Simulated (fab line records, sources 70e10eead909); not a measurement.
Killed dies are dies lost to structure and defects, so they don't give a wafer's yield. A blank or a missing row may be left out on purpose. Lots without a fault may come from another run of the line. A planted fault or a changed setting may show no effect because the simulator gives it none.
fab line records | flow nand_harc
record lots=4 wafers=12 last_day=33
route steps=1302 shown A_CHANNEL_HOLE_D2@570
lots that met no fault: from a run of the same line without faults
start_h: hours from the record's first day to the start of the lot's first wafer shown | wait_h: hours since the lot's step before | " the same as in the row above | L1.1+2: a row that stands for several wafers | - no value, or no start given | * or withheld: withheld | < > ~ a bound
route shown NAME@n: a module of which the file shows steps, and the number in the route of the first | usual: mean/standard deviation of fault-free wafers | same: alike in all rows | chamber/n: place in a boat | sites: the reading at each site | _std_site: their standard deviation | _edge_site: outer sites' mean less inner sites' | radius_mm: how far each site lies from the wafer's centre | mask NAME#n: copy n | behind: the tool/chamber that last shaped the wafer | hold: why the lot was held/for how many hours/how that ended | device: the transistor (n, p or np) that didn't switch | end of line: the same wafers' tests at the end of the route | a step without rows: its recipe alone | killed: dies lost to structure and defects at the first sort, not the wafer's yield | map: a wafer's dies, x killed, . not, _ none there
set.NAME: the setting as run; set.NAME@STEP: as run at that earlier step | model.NAME: the simulator's own value behind a step, which no gauge read
lots at some steps of the route; a table a step, a row a wafer
services: from which hour (start_h, from the record's first day; less than 0 if before it) a tool's chamber was out of use, for how many hours, and why
## steps
# step NHARC_A_CHANNEL_HOLE_D2_DEP_00
# recipe target_thk_a=31000 temp_c=400 material=aC
# step NHARC_A_CHANNEL_HOLE_D2_DEP_01
# recipe target_thk_a=1400 target_thk_nm=140 temp_c=400 pressure_torr=3.5 flow_sccm=200 rf_w=350 material=SiON
# step NHARC_A_CHANNEL_HOLE_D2_DEHYDRATE_02
# recipe temp_c=150 time_s=120
# step NHARC_A_CHANNEL_HOLE_D2_HMDS_03
# recipe time_s=30
# step NHARC_A_CHANNEL_HOLE_D2_COAT_36
# recipe temp_c=260 time_s=75
# step NHARC_A_CHANNEL_HOLE_D2_COAT_37
# recipe temp_c=225 time_s=65
# step NHARC_A_CHANNEL_HOLE_D2_COAT_04
# recipe spin_rpm=1500 resist_thk_nm=90
# step NHARC_A_CHANNEL_HOLE_D2_SOFTBAKE_05
# recipe temp_c=105 time_s=55
# step NHARC_A_CHANNEL_HOLE_D2_EBR_06
# step NHARC_A_CHANNEL_HOLE_D2_EXPOSE_07
# recipe na=1.35 target_cd_nm=100 sigma_outer=0.3 dose_mj=59.65 mask_id=HOLE_D2
# step NHARC_A_CHANNEL_HOLE_D2_PEB_08
# recipe peb_temp_c=100 peb_time_s=65
# usual chill_plate_temp_C=23.01/0.1 heater_power_total_W=156.6/0.4
# columns lot.wafer tool chamber start_h wait_h chill_plate_temp_C heater_power_total_W
L800.1 litho_track-04 0 412.80 0.1 22.87 156.1
L800.3 " 0 " " 22.91 156.2
L800.5 " 0 " " 22.78 156.0
L801.3 litho_track-04 0 419.00 0.0 22.90 156.2
L801.4 " 0 " " 22.96 156.2
L801.5 " 0 " " 23.01 157.0
L803.1 litho_track-04 0 431.14 0.1 22.99 157.0
L803.3 " 0 " " 22.87 156.1
L803.6 " 0 " " 23.10 156.5
L809.2 litho_track-01 0 512.27 0.1 23.06 156.3
L809.3 " 0 " " 22.90 156.4
L809.6 " 0 " " 22.99 156.8
# step NHARC_A_CHANNEL_HOLE_D2_DEVELOP_09
# recipe develop_time_s=35 dev_temp_c=23
# step NHARC_A_CHANNEL_HOLE_D2_CD_MEAS_10
# recipe target_cd_nm=100 landing_energy_ev=500
# usual cd_nm=99.8/0.64
# columns lot.wafer tool chamber start_h wait_h cd_nm
L800.1 cd_sem-02 0 412.88 - 99.9
L800.3 " 0 " " 101.0
L800.5 " 0 " " 99.8
L801.3 cd_sem-03 0 419.09 - 105.5
L801.4 " 0 " " 99.3
L801.5 " 0 " " 105.9
L803.1 cd_sem-03 0 431.22 - 99.9
L803.3 " 0 " " 105.0
L803.6 " 0 " " 99.9
L809.2 cd_sem-01 0 512.35 - 100.3
L809.3 " 0 " " 99.2
L809.6 " 0 " " 101.2
# step NHARC_A_CHANNEL_HOLE_D2_DESCUM_15
# recipe time_s=3 o2_flow_sccm=200 ar_flow_sccm=0 bias_power_w=0 chemistry=O2
# usual drypump_motor_current_A=5.7/0.52 oes_product_au=0.996/0.013 rf_vpp_V=57.9/0.93 showerhead_plenum_p_Torr=1.93/0.08 throttle_valve_pct=11.310/0.009
# columns lot.wafer tool chamber start_h wait_h drypump_motor_current_A oes_product_au rf_hours_counter_h rf_vpp_V showerhead_plenum_p_Torr throttle_valve_pct model.A_CHANNEL_HOLE_D2.cd_nm
L800.1 rie_diel-04 3 413.07 0.1 5.9 1.007 1.8 56.7 1.96 11.314 99.68
L800.3 " 0 " " 5.7 0.986 0.8 57.7 1.90 11.313 100.6
L800.5 " 3 " " 5.9 1.011 - 57.7 1.96 11.328 99.6
L801.4 rie_diel-12 3 419.28 0.1 5.1 0.978 9.8 58.3 1.97 11.324 99.78
L801.3 " 1 " " 5.8 1.017 8.6 57.6 1.86 11.318 106.4
L801.5 " 3 " " 5.1 0.977 - 56.7 1.97 11.328 106.5
L803.1 rie_diel-04 3 431.42 0.1 6.0 1.003 3.5 57.7 1.96 11.317 101
L803.3 " 1 " " 6.2 0.989 2.9 59.1 2.00 11.311 104.7
L803.6 " 3 " " 5.9 1.006 - 57.1 1.96 11.310 100.1
L809.3 rie_diel-12 0 512.53 0.1 6.0 0.998 3.0 57.4 1.86 11.324 100.2
L809.2 " 3 " " 5.0 0.980 2.3 58.5 1.97 11.301 101.1
L809.6 " 3 " " 5.1 0.989 - 56.7 1.97 11.315 102
# step NHARC_A_CHANNEL_HOLE_D2_ETCH_38
# recipe target_depth_a=390 over_etch_frac=0.3 time_s=65 ion_energy_ev=80 cf4_flow_sccm=150 ar_flow_sccm=0 rf_w=300 bias_w=100 chemistry=CF4
# step NHARC_A_CHANNEL_HOLE_D2_ETCH_39
# recipe target_depth_a=2600 over_etch_frac=0.3 time_s=325 ion_energy_ev=200 n2_flow_sccm=150 h2_flow_sccm=150 ar_flow_sccm=0 rf_w=400 bias_w=150 chemistry=N2/H2
# step NHARC_A_CHANNEL_HOLE_D2_ETCH_34
# recipe target_depth_a=1540 time_s=77 cf4_flow_sccm=100 chf3_flow_sccm=30 ar_flow_sccm=0 rf_w=500 bias_w=200 chemistry=CF4/CHF3
# step NHARC_A_CHANNEL_HOLE_D2_ETCH_16
# recipe target_depth_a=31000 over_etch_frac=0.3 time_s=806 ion_energy_ev=150 o2_flow_sccm=400 cos_flow_sccm=20 ar_flow_sccm=0 rf_w=500 bias_w=300 chemistry=O2/COS
# step NHARC_A_CHANNEL_HOLE_D2_ETCH_19
# recipe bias_v=1200 source_w=2500 pressure_mtorr=15 time_s=34.5 ar_flow_sccm=375 c4f8_flow_sccm=28.8 o2_flow_sccm=96.2 temp_c=-20 target_depth_a=* chemistry=C4F8/O2/Ar
# step NHARC_A_CHANNEL_HOLE_D2_ETCH_20
# recipe bias_v=3000 source_w=withheld pressure_mtorr=20 time_s=361.9 ar_flow_sccm=375 c4f8_flow_sccm=89.3 o2_flow_sccm=35.7 temp_c=-20 target_depth_a=16000 chemistry=C4F8/O2/Ar
# step NHARC_A_CHANNEL_HOLE_D2_ETCH_21
# recipe bias_v=3000 source_w=withheld pressure_mtorr=20 time_s=514.3 ar_flow_sccm=375 c4f8_flow_sccm=89.3 o2_flow_sccm=35.7 temp_c=-20 target_depth_a=16000 chemistry=C4F8/O2/Ar
# step NHARC_A_CHANNEL_HOLE_D2_ETCH_22
# recipe bias_v=3000 source_w=withheld pressure_mtorr=20 time_s=666.7 ar_flow_sccm=375 c4f8_flow_sccm=89.3 o2_flow_sccm=35.7 temp_c=-20 target_depth_a=16000 chemistry=C4F8/O2/Ar
# step NHARC_A_CHANNEL_HOLE_D2_ETCH_23
# recipe bias_v=5000 source_w=withheld pressure_mtorr=20 time_s=819 ar_flow_sccm=375 c4f8_flow_sccm=89.3 o2_flow_sccm=35.7 temp_c=-20 target_depth_a=16000 chemistry=C4F8/O2/Ar
# step NHARC_A_CHANNEL_HOLE_D2_ETCH_24
# recipe bias_v=5000 source_w=withheld pressure_mtorr=20 time_s=906.2 ar_flow_sccm=375 c4f8_flow_sccm=93.8 o2_flow_sccm=31.2 temp_c=-20 target_depth_a=15000 chemistry=C4F8/O2/Ar
# step NHARC_A_CHANNEL_HOLE_D2_ETCH_25
# recipe bias_v=5000 source_w=withheld pressure_mtorr=20 time_s=1040.2 ar_flow_sccm=375 c4f8_flow_sccm=93.8 o2_flow_sccm=31.2 temp_c=-20 target_depth_a=15000 chemistry=C4F8/O2/Ar
# step NHARC_A_CHANNEL_HOLE_D2_ETCH_26
# recipe bias_v=300 source_w=2000 pressure_mtorr=30 time_s=224.1 ar_flow_sccm=375 c4f8_flow_sccm=11.4 o2_flow_sccm=113.6 temp_c=-20 target_depth_a=3000 chemistry=C4F8/O2/Ar
# step NHARC_A_CHANNEL_HOLE_D2_ETCH_27
# recipe bias_v=400 source_w=2000 pressure_mtorr=25 time_s=90 ar_flow_sccm=375 c4f8_flow_sccm=41.7 o2_flow_sccm=83.3 temp_c=-20 target_depth_a=4000 chemistry=C4F8/O2/Ar
# step NHARC_A_CHANNEL_HOLE_D2_STRIP_41
# recipe n2_flow_sccm=150 h2_flow_sccm=150 ar_flow_sccm=0 bias_w=0 chemistry=N2/H2
# step NHARC_A_CHANNEL_HOLE_D2_STRIP_42
# recipe cf4_flow_sccm=100 chf3_flow_sccm=30 ar_flow_sccm=0 bias_w=0 chemistry=CF4/CHF3
# step NHARC_A_CHANNEL_HOLE_D2_STRIP_43
# recipe o2_flow_sccm=400 cos_flow_sccm=20 ar_flow_sccm=0 bias_w=0 chemistry=O2/COS
# step NHARC_A_CHANNEL_HOLE_D2_ETCH_44
# recipe target_depth_a=1400 overetch_a=140 time_s=77 ion_energy_ev=100 cf4_flow_sccm=80 o2_flow_sccm=20 ar_flow_sccm=0 rf_w=300 bias_w=100 chemistry=CF4/O2
# usual cf4_flow_sccm=80.01/0.23 drypump_motor_current_A=5.8/0.53 oes_product_au=0.998/0.014 rf_vpp_V=198.2/1.4 showerhead_plenum_p_Torr=1.35/0.056 throttle_valve_pct=13.396/0.0096
# columns lot.wafer tool chamber start_h wait_h cf4_flow_sccm drypump_motor_current_A oes_product_au rf_hours_counter_h rf_vpp_V showerhead_plenum_p_Torr throttle_valve_pct model.A_CHANNEL_HOLE_D2.cd_nm
L800.3 rie_diel-11 0 418.98 0.1 80.18 6.7 0.990 9 198.3 1.38 13.396 93.01
L800.1 " 1 " " 80.18 6.1 0.999 8 196.4 1.29 13.394 92.02
L800.5 " 1 " " 80.00 6.1 0.986 - 197.2 1.29 13.412 92.72
L801.3 rie_diel-11 1 425.18 0.1 80.00 6.1 0.989 8 196.6 1.29 13.413 97.34
L801.4 " 3 " " 79.70 5.1 1.001 8 197.4 1.42 13.403 88.97
L801.5 " 0 " " 79.80 6.7 0.994 - 198.4 1.38 13.394 96.49
L803.1 rie_diel-12 0 437.35 0.1 80.24 6.0 0.998 9 196.5 1.30 13.392 91.97
L803.3 " 2 " " 80.05 5.6 0.998 11 197.8 1.32 13.398 97.34
L803.6 " 3 " " 80.32 5.1 0.967 - 199.3 1.38 13.390 89.1
L809.3 rie_diel-11 0 518.64 0.1 80.03 6.7 0.995 4 198.3 1.38 13.398 89.86
L809.2 " 1 " " 79.70 6.1 1.006 3 197.7 1.29 13.387 90.6
L809.6 " 0 " " 80.21 6.6 0.998 - 197.0 1.38 13.389 91.75
# step NHARC_A_CHANNEL_HOLE_D2_STRIP_28
# recipe o2_flow_sccm=500 ar_flow_sccm=0 bias_w=0 chemistry=O2
# step NHARC_A_CHANNEL_HOLE_D2_PRECLEAN_29
# recipe time_s=* temp_c=50 bath_age_min=0 chemistry=SC1
# step NHARC_A_CHANNEL_HOLE_D2_SRD_30
# step NHARC_A_CHANNEL_HOLE_D2_CD_MEAS_31
# usual cd_nm=91.1/1.8
# columns lot.wafer tool chamber start_h wait_h cd_nm
L800.1 cd_sem-01 - 419.78 - 92.8
L800.3 " - " " 93.0
L800.5 " - " " 92.9
L801.3 cd_sem-01 - 425.97 - 98.3
L801.4 " - " " 89.0
L801.5 " - " " 96.3
L803.1 cd_sem-03 - 438.13 - 91.8
L803.3 " - " " 96.6
L803.6 " - " " 89.3
L809.2 cd_sem-02 - 519.44 - 90.1
L809.3 " - " " 89.5
L809.6 " - " " 90.6
# step NHARC_A_CHANNEL_HOLE_D2_XSEM_32
# recipe landing_energy_ev=35000
# usual bot_cd_nm=75.6/1.9 bow_nm=8.65/0.25 tilt_deg=0.09/0.042
# columns lot.wafer tool chamber start_h wait_h bot_cd_nm bow_nm tilt_deg
L800.1 xsem-02 0 419.87 0.1 76.5 8.57 -0.01
L800.3 " 0 " " 76.9 8.47 -0.01
L800.5 " 0 " " 76.1 8.41 -0.01
L801.3 xsem-01 0 426.06 0.1 83.4 8.67 0.07
L801.4 " 0 " " 74.4 8.65 0.07
L801.5 " 0 " " 80.8 8.62 0.07
L803.1 xsem-02 0 438.22 0.1 75.2 8.74 0.12
L803.3 " 0 " " 80.6 8.76 0.12
L803.6 " 0 " " 73.2 8.71 0.12
L809.2 xsem-02 0 519.53 0.1 73.5 8.91 0.07
L809.3 " 0 " " 73.4 8.75 0.07
L809.6 " 0 " " 74.2 8.80 0.08
## services
# columns tool chamber start_h hours kind
xsem-01 - 395.96 1.5 repair
rie_diel-12 0 399.90 - clean
rie_diel-12 1 399.90 - clean
rie_diel-12 2 399.90 - clean
rie_diel-12 3 399.90 - clean
rie_diel-11 0 411.50 - clean
rie_diel-11 1 411.50 - clean
rie_diel-11 2 411.50 - clean
rie_diel-11 3 411.50 - clean
rie_diel-12 0 424.40 - clean
rie_diel-12 1 424.40 - clean
rie_diel-12 2 424.40 - clean
rie_diel-12 3 424.40 - clean
rie_diel-11 - 432.50 9.0 pm
rie_diel-11 0 432.50 9.0 vent_cycle
rie_diel-11 1 432.50 9.0 vent_cycle
rie_diel-11 2 432.50 9.0 vent_cycle
rie_diel-11 3 432.50 9.0 vent_cycle
rie_diel-11 0 441.50 - clean
rie_diel-12 - 445.40 9.0 pm
rie_diel-11 - 463.34 0.4 repair
rie_diel-04 2 471.33 2.9 repair
litho_track-01 - 505.00 7.0 pm
rie_diel-12 1 505.49 7.7 repair
## key
first_sign step=NHARC_A_CHANNEL_HOLE_D2_CD_MEAS_10 reading=cd_nm direction=up sigmas=9 usual=99.8 struck=105.5
effect step=NHARC_A_CHANNEL_HOLE_D2_CD_MEAS_31 reading=cd_nm direction=up sigmas=3.3 usual=91.1 struck=97.1
effect step=NHARC_A_CHANNEL_HOLE_D2_XSEM_32 reading=bot_cd_nm direction=up sigmas=3.2 usual=75.6 struck=81.6
model_effect step=NHARC_A_CHANNEL_HOLE_D2_DESCUM_15 value=A_CHANNEL_HOLE_D2.cd_nm without=100.2 struck=105.9
model_effect step=NHARC_A_CHANNEL_HOLE_D2_ETCH_44 value=A_CHANNEL_HOLE_D2.cd_nm without=91.38 struck=97.06
met_at NHARC_A_CHANNEL_HOLE_D2_PEB_08
struck_wafers L801.3,L801.5,L803.3
tester_left_out L801,L803
onset_between 412.80 419.00
fault kind=process_parameter_drift tool=litho_track-04 chamber=- onset_h=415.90 steps=NHARC_A_CHANNEL_HOLE_D2_PEB_08 channel=peb_time_s offset=* shape=step end_h=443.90 scope=struck_wafers_only acts_in=* stated=*
# tester_left_out: of these lots the tester's yield and bins aren't shown, on N5 and GAA mostly nor the transistor test; their killed dies are dies lost to structure and defects alone, not to doping, threshold or leakage, so they don't give the yield
